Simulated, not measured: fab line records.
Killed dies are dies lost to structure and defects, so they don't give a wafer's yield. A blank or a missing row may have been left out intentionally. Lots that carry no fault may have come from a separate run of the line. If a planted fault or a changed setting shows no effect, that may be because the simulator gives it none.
Problem report, 8D (eight disciplines) form, completed by code -- flow nand_harc -- the parts of the form that need people (team, actions taken, sign-off) are left out

## 1. WHAT IS WRONG
exposure_dose_mJ_cm2 at NHARC_P_ZERO_WELL_EXPOSE_34 reads a mean of 21.841 on 9 wafers of 3 lots; wafers without a fault read 22.313 with a standard deviation of 0.018. That puts it -26 standard deviations away from the usual mean.
The step: exposes mask P PWELL, target cd 720 nm.
First observed at day 5 07:50: wafer L747.2, on krf_scanner-04. The record has a number at this step for 33 wafers belonging to 11 lots. The rule behind "out" and "out of limits": a value lying over 4 standard deviations away from the usual mean. Any other wafer with a number is counted as sound.

## 2. WHAT IT IS; WHAT IT IS NOT
question,is,is not
which readings at this step,exposure_dose_mJ_cm2,-
which lots,"L747, L748, L749","L739, L740, L754, L755, L756, L758, L761, L762"
which wafers of those lots,all that have a number,-
read on which tools,krf_scanner-04,"krf_scanner-02, krf_scanner-03"
when,from day 5 07:50,"up to then (6 sound wafers); but 18 sound wafers of L754, L755, L756, L758, L761, L762 came after"

## 3. SUSPECTS, AND WHAT RULES EACH OUT
Counting: a tool at a process step up to the reading stays a suspect if it ran every lot that is out and no sound lot after the first of them.
- krf_scanner-04 at NHARC_P_ZERO_WELL_EXPOSE_34 (exposes mask P PWELL, target cd 720 nm): kept. All lots that are out passed through it, beginning with L747 at day 5 07:50, and no sound lot followed; its final sound lot before that point was L740 at day 2 10:03. Its own readings are out on those wafers: exposure_dose_mJ_cm2.
Left after counting: krf_scanner-04 at NHARC_P_ZERO_WELL_EXPOSE_34.

## 4. THE CAUSE (what the simulator had put in)
Drift in process parameters on krf_scanner-04 at NHARC_P_ZERO_WELL_EXPOSE_34, starting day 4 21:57. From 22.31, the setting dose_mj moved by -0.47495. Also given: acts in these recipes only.
This tool alone remained once counting was done.

## 5. THE EFFECT CHAIN, in route order
Each row: a reading whose mean over the struck wafers that have a number lies more than 3 standard deviations from the usual. Readings are gone through only where the record gives a usual standard deviation; hours: the median, over the lots, of the time from a lot's start at the first step in this table giving one to that lot's start at this step; sigmas: the change measured in usual standard deviations.
hours,step,reading,usual,on struck wafers,change,sigmas
0,NHARC_P_ZERO_WELL_EXPOSE_34,exposure_dose_mJ_cm2,22.313,21.841,-0.472,-26
It contains these process steps:
- NHARC_P_ZERO_WELL_EXPOSE_34: exposes mask P PWELL, target cd 720 nm.
At these later measuring or inspecting steps, every struck wafer for which the step has a row has a number for every such reading, and none has moved that far: NHARC_END_SORT_01.

## 6. HOW IT WOULD HAVE BEEN CAUGHT EARLIER
In this record no reading fell out of limits until day 5 07:50, 10 hours after the fault had begun at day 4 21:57.
